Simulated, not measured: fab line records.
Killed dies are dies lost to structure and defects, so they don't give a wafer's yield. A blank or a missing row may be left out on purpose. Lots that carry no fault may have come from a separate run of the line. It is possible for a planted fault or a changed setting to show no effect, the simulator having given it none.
Matching of chambers || flow nand-harc || 4 sister chambers for NHARC_P_GATE_ALD_36 on ald-sin-03
The step deposits SiNx, target thk 20 nm, pulse time 60 s, ald cycles 223. 8 wafers are shown with their chamber, then 8 later ones without.

== WAFERS, EACH WITH ITS CHAMBER ==
{"wafer": "L080.2", "chamber": 0, "heater-power-w (W)": 770, "precursor-pulse-height-rel": 1.001}
{"wafer": "L083.3", "chamber": 3, "heater-power-w (W)": 870, "precursor-pulse-height-rel": 0.996}
{"wafer": "L083.4", "chamber": 1, "heater-power-w (W)": 770, "precursor-pulse-height-rel": 0.992}
{"wafer": "L083.6", "chamber": 2, "heater-power-w (W)": 967, "precursor-pulse-height-rel": 1.013}
{"wafer": "L086.3", "chamber": 2, "heater-power-w (W)": 983, "precursor-pulse-height-rel": 0.997}
{"wafer": "L086.1", "chamber": 1, "heater-power-w (W)": 765, "precursor-pulse-height-rel": 0.975}
{"wafer": "L086.4", "chamber": 3, "heater-power-w (W)": 837, "precursor-pulse-height-rel": 1.011}
{"wafer": "L088.2", "chamber": 0, "heater-power-w (W)": 794, "precursor-pulse-height-rel": 0.981}

== WAFERS MISSING THEIR CHAMBER ==
{"wafer": "L088.6", "heater-power-w (W)": 796, "precursor-pulse-height-rel": 1.005}
{"wafer": "L088.5", "heater-power-w (W)": 758, "precursor-pulse-height-rel": 0.966}
{"wafer": "L092.4", "heater-power-w (W)": 797, "precursor-pulse-height-rel": 1.001}
{"wafer": "L092.2", "heater-power-w (W)": 873, "precursor-pulse-height-rel": 1.010}
{"wafer": "L092.6", "heater-power-w (W)": 804, "precursor-pulse-height-rel": 0.970}
{"wafer": "L095.1", "heater-power-w (W)": 760, "precursor-pulse-height-rel": 0.994}
{"wafer": "L095.2", "heater-power-w (W)": 804, "precursor-pulse-height-rel": 0.977}
{"wafer": "L095.6", "heater-power-w (W)": 983, "precursor-pulse-height-rel": 0.988}

== WHICH CHAMBER EACH WENT THROUGH ==
{"wafer": "L088.6", "from the rows above": "can't be placed: 0 or 1", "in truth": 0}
{"wafer": "L088.5", "from the rows above": "can't be placed: 1 or 0", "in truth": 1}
{"wafer": "L092.4", "from the rows above": "can't be placed: 0 or 1", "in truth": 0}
{"wafer": "L092.2", "from the rows above": 3, "in truth": 3}
{"wafer": "L092.6", "from the rows above": "can't be placed: 0 or 1 or 3", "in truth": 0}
{"wafer": "L095.1", "from the rows above": "can't be placed: 1 or 0", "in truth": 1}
{"wafer": "L095.2", "from the rows above": "can't be placed: 0 or 1", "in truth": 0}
{"wafer": "L095.6", "from the rows above": 2, "in truth": 2}
Placed correctly: 2 of 8. Unplaceable from these rows: 6, with the true chamber sitting among the candidates in 6. Wrongly placed: 0.
How it was worked out, from the rows above alone: a wafer's distance from a chamber is the root of the sum, over the readings, of the square of ((its reading less the chamber's mean) divided by the reading's scatter). The wafer belongs to the nearest chamber; if the next one is less than 2 further off, it can't be placed. Each chamber's mean is taken over the wafers shown for it. How the scatter is found: for the shown wafers, subtract from each reading the mean of its chamber, square and add these, divide the total by (wafers less chambers), then take the root.
